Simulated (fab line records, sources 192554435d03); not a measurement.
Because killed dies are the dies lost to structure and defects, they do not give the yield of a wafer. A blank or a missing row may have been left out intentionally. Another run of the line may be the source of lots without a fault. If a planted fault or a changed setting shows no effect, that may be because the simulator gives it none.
Which tool is to blame? || flow n5_finfet || 11 lots with 30 wafers sampled at 4 steps, on a route of 1938 steps

## WHAT THE GAUGES READ, wafer by wafer
N5_BEOL_M14_INSPECT_55: inspects for defects (darkfield). Usual: raw_defect_count at 69, with a standard deviation of 21.
{"lot": "L414", "measured": "day 11 03:36", "on": "defect_inspect-01", "raw_defect_count": "48 64 47", "flag": ""}
{"lot": "L415", "measured": "day 11 19:29", "on": "defect_inspect-02", "raw_defect_count": "59 106 106", "flag": ""}
{"lot": "L421", "measured": "day 13 04:49", "on": "defect_inspect-02", "raw_defect_count": "84 75", "flag": ""}
{"lot": "L425", "measured": "day 14 01:43", "on": "defect_inspect-01", "raw_defect_count": "51 53", "flag": ""}
{"lot": "L424", "measured": "day 14 12:58", "on": "defect_inspect-01", "raw_defect_count": "87 111", "flag": ""}
{"lot": "L427", "measured": "day 14 17:04", "on": "defect_inspect-02", "raw_defect_count": "54 75 37", "flag": ""}
{"lot": "L431", "measured": "day 15 16:04", "on": "defect_inspect-01", "raw_defect_count": "58 51 50", "flag": ""}
{"lot": "L429", "measured": "day 15 23:35", "on": "defect_inspect-01", "raw_defect_count": "49 63 43", "flag": ""}
{"lot": "L434", "measured": "day 16 16:01", "on": "defect_inspect-02", "raw_defect_count": "50 106 51", "flag": ""}
{"lot": "L435", "measured": "day 17 04:14", "on": "defect_inspect-02", "raw_defect_count": "75 63 73", "flag": ""}
{"lot": "L436", "measured": "day 17 09:39", "on": "defect_inspect-02", "raw_defect_count": "68 80 69", "flag": ""}

## WHAT TOOL EACH LOT RAN ON (gives the tool, then ch and the chambers of the sampled wafers, and finally the start)
{"lot": "L414", "N5_BEOL_M14_TRENCH_ETCH_34": "rie_diel-02 ch 2,3, day 11 01:04", "N5_BEOL_M14_ANNEAL_48": "rtp_anneal-01 ch 0, day 11 02:50", "N5_BEOL_M14_CMP_49": "cmp-04 ch 0,3, day 11 03:09"}
{"lot": "L415", "N5_BEOL_M14_TRENCH_ETCH_34": "rie_diel-05 ch 0,1,2, day 11 16:46", "N5_BEOL_M14_ANNEAL_48": "rtp_anneal-01 ch 0, day 11 18:45", "N5_BEOL_M14_CMP_49": "cmp-03 ch 0,2,3, day 11 19:02"}
{"lot": "L421", "N5_BEOL_M14_TRENCH_ETCH_34": "rie_diel-05 ch 1, day 12 21:47", "N5_BEOL_M14_ANNEAL_48": "rtp_anneal-01 ch 0, day 13 04:09", "N5_BEOL_M14_CMP_49": "cmp-04 ch 0,3, day 13 04:27"}
{"lot": "L425", "N5_BEOL_M14_TRENCH_ETCH_34": "rie_diel-05 ch 0,1, day 13 20:36", "N5_BEOL_M14_ANNEAL_48": "rtp_anneal-01 ch 0, day 14 01:01", "N5_BEOL_M14_CMP_49": "cmp-04 ch 1,3, day 14 01:18"}
{"lot": "L424", "N5_BEOL_M14_TRENCH_ETCH_34": "rie_diel-02 ch 0,1, day 14 10:55", "N5_BEOL_M14_ANNEAL_48": "rtp_anneal-01 ch 0, day 14 12:11", "N5_BEOL_M14_CMP_49": "cmp-04 ch 0,2, day 14 12:31"}
{"lot": "L427", "N5_BEOL_M14_TRENCH_ETCH_34": "rie_diel-05 ch 0,1, day 14 12:28", "N5_BEOL_M14_ANNEAL_48": "rtp_anneal-01 ch 0, day 14 16:22", "N5_BEOL_M14_CMP_49": "cmp-03 ch 1,2, day 14 16:37"}
{"lot": "L431", "N5_BEOL_M14_TRENCH_ETCH_34": "rie_diel-05 ch 1,2, day 15 11:43", "N5_BEOL_M14_ANNEAL_48": "rtp_anneal-02 ch 0, day 15 15:19", "N5_BEOL_M14_CMP_49": "cmp-01 ch 0,1,2, day 15 15:38"}
{"lot": "L429", "N5_BEOL_M14_TRENCH_ETCH_34": "rie_diel-01 ch 0,2, day 15 18:18", "N5_BEOL_M14_ANNEAL_48": "rtp_anneal-01 ch 0, day 15 22:52", "N5_BEOL_M14_CMP_49": "cmp-01 ch 0,1,2, day 15 23:09"}
{"lot": "L434", "N5_BEOL_M14_TRENCH_ETCH_34": "rie_diel-02 ch 2,3, day 16 12:27", "N5_BEOL_M14_ANNEAL_48": "rtp_anneal-01 ch 0, day 16 15:17", "N5_BEOL_M14_CMP_49": "cmp-01 ch 1,2,3, day 16 15:39"}
{"lot": "L435", "N5_BEOL_M14_TRENCH_ETCH_34": "rie_diel-01 ch 0,2,3, day 17 00:47", "N5_BEOL_M14_ANNEAL_48": "rtp_anneal-01 ch 0, day 17 03:20", "N5_BEOL_M14_CMP_49": "cmp-03 ch 0,1, day 17 03:38"}
{"lot": "L436", "N5_BEOL_M14_TRENCH_ETCH_34": "rie_diel-05 ch 0,1,3, day 17 04:44", "N5_BEOL_M14_ANNEAL_48": "rtp_anneal-01 ch 0, day 17 08:54", "N5_BEOL_M14_CMP_49": "cmp-04 ch 1,2,3, day 17 09:14"}
- N5_BEOL_M14_TRENCH_ETCH_34: etches SiO2 in C4F8/O2/Ar, target depth 556.65 nm, time 126.9 s.
- N5_BEOL_M14_ANNEAL_48: time 90 s.
- N5_BEOL_M14_CMP_49: polishes, stops on SiO2, t overpolish 5.2 s, target thk 560 nm.

## WHAT THE TOOLS THEMSELVES READ (means of the sampled wafers that have a number; where no wafer has one, the mark that the record gives instead)
N5_BEOL_M14_TRENCH_ETCH_34. Usual: bias_w 2041 W, standard deviation 6; drypump_motor_current_A 5.7 A, standard deviation 0.46; oes_product_au 0.80 a.u., standard deviation 0.097; rf_vpp_V 2218 V, standard deviation 15; showerhead_plenum_p_Torr 3.36 Torr, standard deviation 0.048; throttle_valve_pct 30.83 %, standard deviation 0.25.
{"lot": "L414", "tool": "rie_diel-02", "bias_w (W)": 2038, "drypump_motor_current_A (A)": 6.0, "oes_product_au (a.u.)": 0.73, "rf_vpp_V (V)": 2207, "showerhead_plenum_p_Torr (Torr)": 3.43, "throttle_valve_pct (%)": 31.18, "flag": ""}
{"lot": "L415", "tool": "rie_diel-05", "bias_w (W)": 2039, "drypump_motor_current_A (A)": 5.4, "oes_product_au (a.u.)": 0.85, "rf_vpp_V (V)": 2218, "showerhead_plenum_p_Torr (Torr)": 3.34, "throttle_valve_pct (%)": 30.69, "flag": ""}
{"lot": "L421", "tool": "rie_diel-05", "bias_w (W)": 2032, "drypump_motor_current_A (A)": 6.0, "oes_product_au (a.u.)": 0.90, "rf_vpp_V (V)": 2238, "showerhead_plenum_p_Torr (Torr)": 3.37, "throttle_valve_pct (%)": 30.64, "flag": ""}
{"lot": "L425", "tool": "rie_diel-05", "bias_w (W)": 2042, "drypump_motor_current_A (A)": 5.5, "oes_product_au (a.u.)": 0.89, "rf_vpp_V (V)": 2217, "showerhead_plenum_p_Torr (Torr)": 3.37, "throttle_valve_pct (%)": 30.61, "flag": ""}
{"lot": "L424", "tool": "rie_diel-02", "bias_w (W)": 2042, "drypump_motor_current_A (A)": 5.8, "oes_product_au (a.u.)": 0.71, "rf_vpp_V (V)": 2224, "showerhead_plenum_p_Torr (Torr)": 3.36, "throttle_valve_pct (%)": 30.82, "flag": ""}
{"lot": "L427", "tool": "rie_diel-05", "bias_w (W)": 2040, "drypump_motor_current_A (A)": 5.7, "oes_product_au (a.u.)": 0.87, "rf_vpp_V (V)": 2223, "showerhead_plenum_p_Torr (Torr)": 3.36, "throttle_valve_pct (%)": 30.63, "flag": ""}
{"lot": "L431", "tool": "rie_diel-05", "bias_w (W)": 2043, "drypump_motor_current_A (A)": 5.4, "oes_product_au (a.u.)": 0.72, "rf_vpp_V (V)": 2227, "showerhead_plenum_p_Torr (Torr)": 3.29, "throttle_valve_pct (%)": 30.86, "flag": ""}
{"lot": "L429", "tool": "rie_diel-01", "bias_w (W)": 2037, "drypump_motor_current_A (A)": 6.0, "oes_product_au (a.u.)": 0.81, "rf_vpp_V (V)": 2206, "showerhead_plenum_p_Torr (Torr)": 3.34, "throttle_valve_pct (%)": 30.86, "flag": ""}
{"lot": "L434", "tool": "rie_diel-02", "bias_w (W)": 2041, "drypump_motor_current_A (A)": 6.0, "oes_product_au (a.u.)": 0.68, "rf_vpp_V (V)": 2205, "showerhead_plenum_p_Torr (Torr)": 3.41, "throttle_valve_pct (%)": 31.20, "flag": ""}
{"lot": "L435", "tool": "rie_diel-01", "bias_w (W)": 2040, "drypump_motor_current_A (A)": 5.7, "oes_product_au (a.u.)": 0.83, "rf_vpp_V (V)": 2216, "showerhead_plenum_p_Torr (Torr)": 3.35, "throttle_valve_pct (%)": 30.83, "flag": ""}
{"lot": "L436", "tool": "rie_diel-05", "bias_w (W)": 2039, "drypump_motor_current_A (A)": 5.6, "oes_product_au (a.u.)": 0.86, "rf_vpp_V (V)": 2214, "showerhead_plenum_p_Torr (Torr)": 3.36, "throttle_valve_pct (%)": 30.80, "flag": ""}

N5_BEOL_M14_ANNEAL_48. Usual: wafer_temp_C_max at 226.31, with a standard deviation of 0.29.
{"lot": "L414", "tool": "rtp_anneal-01", "wafer_temp_C_max": 226.55, "flag": ""}
{"lot": "L415", "tool": "rtp_anneal-01", "wafer_temp_C_max": 226.19, "flag": ""}
{"lot": "L421", "tool": "rtp_anneal-01", "wafer_temp_C_max": 226.22, "flag": ""}
{"lot": "L425", "tool": "rtp_anneal-01", "wafer_temp_C_max": 226.50, "flag": ""}
{"lot": "L424", "tool": "rtp_anneal-01", "wafer_temp_C_max": 226.39, "flag": ""}
{"lot": "L427", "tool": "rtp_anneal-01", "wafer_temp_C_max": 226.50, "flag": ""}
{"lot": "L431", "tool": "rtp_anneal-02", "wafer_temp_C_max": 226.37, "flag": ""}
{"lot": "L429", "tool": "rtp_anneal-01", "wafer_temp_C_max": 226.44, "flag": ""}
{"lot": "L434", "tool": "rtp_anneal-01", "wafer_temp_C_max": 226.15, "flag": ""}
{"lot": "L435", "tool": "rtp_anneal-01", "wafer_temp_C_max": 226.51, "flag": ""}
{"lot": "L436", "tool": "rtp_anneal-01", "wafer_temp_C_max": 226.25, "flag": ""}

N5_BEOL_M14_CMP_49. Usual: barrier_field_endpoint_s 11.41 s, standard deviation 0.2; head_pressure_psi 2.000 psi, standard deviation 0.0042; motor_current_A 8.0 A, standard deviation 0.92; overpolish_run_s 5.200 s, standard deviation 0.0088; slurry_filter_dp_kPa 13.50 kPa, standard deviation 0.15; slurry_flow_ml_min 150.0, standard deviation 0.44; time_to_endpoint_s 122.8 s, standard deviation 3.
{"lot": "L414", "tool": "cmp-04", "barrier_field_endpoint_s (s)": 11.49, "head_pressure_psi (psi)": 2.000, "motor_current_A (A)": 7.9, "overpolish_run_s (s)": 5.200, "slurry_filter_dp_kPa (kPa)": 13.49, "slurry_flow_ml_min": 150.2, "time_to_endpoint_s (s)": 123.7, "flag": ""}
{"lot": "L415", "tool": "cmp-03", "barrier_field_endpoint_s (s)": 11.26, "head_pressure_psi (psi)": 2.001, "motor_current_A (A)": 8.8, "overpolish_run_s (s)": 5.199, "slurry_filter_dp_kPa (kPa)": 13.51, "slurry_flow_ml_min": 149.6, "time_to_endpoint_s (s)": 121.7, "flag": ""}
{"lot": "L421", "tool": "cmp-04", "barrier_field_endpoint_s (s)": 8.87, "head_pressure_psi (psi)": 1.998, "motor_current_A (A)": 7.3, "overpolish_run_s (s)": 5.193, "slurry_filter_dp_kPa (kPa)": 13.46, "slurry_flow_ml_min": 150.1, "time_to_endpoint_s (s)": 95.3, "flag": "OFF"}
{"lot": "L425", "tool": "cmp-04", "barrier_field_endpoint_s (s)": 9.01, "head_pressure_psi (psi)": 1.994, "motor_current_A (A)": 7.6, "overpolish_run_s (s)": 5.200, "slurry_filter_dp_kPa (kPa)": 13.59, "slurry_flow_ml_min": 149.9, "time_to_endpoint_s (s)": 97.8, "flag": "OFF"}
{"lot": "L424", "tool": "cmp-04", "barrier_field_endpoint_s (s)": 6.32, "head_pressure_psi (psi)": 2.001, "motor_current_A (A)": 8.0, "overpolish_run_s (s)": 5.190, "slurry_filter_dp_kPa (kPa)": 13.52, "slurry_flow_ml_min": 149.9, "time_to_endpoint_s (s)": 65.2, "flag": "OFF"}
{"lot": "L427", "tool": "cmp-03", "barrier_field_endpoint_s (s)": 11.59, "head_pressure_psi (psi)": 2.002, "motor_current_A (A)": 8.2, "overpolish_run_s (s)": 5.202, "slurry_filter_dp_kPa (kPa)": 13.52, "slurry_flow_ml_min": 150.0, "time_to_endpoint_s (s)": 124.6, "flag": ""}
{"lot": "L431", "tool": "cmp-01", "barrier_field_endpoint_s (s)": 11.51, "head_pressure_psi (psi)": 2.001, "motor_current_A (A)": 7.6, "overpolish_run_s (s)": 5.196, "slurry_filter_dp_kPa (kPa)": 13.43, "slurry_flow_ml_min": 149.9, "time_to_endpoint_s (s)": 123.6, "flag": ""}
{"lot": "L429", "tool": "cmp-01", "barrier_field_endpoint_s (s)": 11.57, "head_pressure_psi (psi)": 2.000, "motor_current_A (A)": 7.6, "overpolish_run_s (s)": 5.202, "slurry_filter_dp_kPa (kPa)": 13.54, "slurry_flow_ml_min": 149.9, "time_to_endpoint_s (s)": 122.9, "flag": ""}
{"lot": "L434", "tool": "cmp-01", "barrier_field_endpoint_s (s)": 11.55, "head_pressure_psi (psi)": 1.997, "motor_current_A (A)": 7.2, "overpolish_run_s (s)": 5.191, "slurry_filter_dp_kPa (kPa)": 13.52, "slurry_flow_ml_min": 150.0, "time_to_endpoint_s (s)": 124.7, "flag": ""}
{"lot": "L435", "tool": "cmp-03", "barrier_field_endpoint_s (s)": 11.53, "head_pressure_psi (psi)": 1.998, "motor_current_A (A)": 7.5, "overpolish_run_s (s)": 5.197, "slurry_filter_dp_kPa (kPa)": 13.40, "slurry_flow_ml_min": 150.0, "time_to_endpoint_s (s)": 125.2, "flag": ""}
{"lot": "L436", "tool": "cmp-04", "barrier_field_endpoint_s (s)": 11.09, "head_pressure_psi (psi)": 2.001, "motor_current_A (A)": 7.8, "overpolish_run_s (s)": 5.197, "slurry_filter_dp_kPa (kPa)": 13.50, "slurry_flow_ml_min": 149.9, "time_to_endpoint_s (s)": 119.9, "flag": ""}

## THE ANSWER, worked out from the rows above alone
Rule: a lot counts as off when the mean over its wafers that have a number is more than 3 standard deviations away from the usual mean. Also off: a lot with no number at a reading for which 4 or more lots have one. All remaining lots with rows at the step are treated as sound. Order of review: gauges by route order, followed by the tools' own readings, for which a lot's mean as printed above is used. The first step at which some lot is off is used, and at that step the reading that is off furthest; a lot without a number counts as furthest.
Off, at N5_BEOL_M14_CMP_49 on barrier_field_endpoint_s: L421, L425, L424.
A tool fits if, at that step or a process step before it, it ran every lot that is off, and no sound lot after the first of them. Not one of the candidates tried fits.

## WHAT THE SIMULATOR HAD PUT IN
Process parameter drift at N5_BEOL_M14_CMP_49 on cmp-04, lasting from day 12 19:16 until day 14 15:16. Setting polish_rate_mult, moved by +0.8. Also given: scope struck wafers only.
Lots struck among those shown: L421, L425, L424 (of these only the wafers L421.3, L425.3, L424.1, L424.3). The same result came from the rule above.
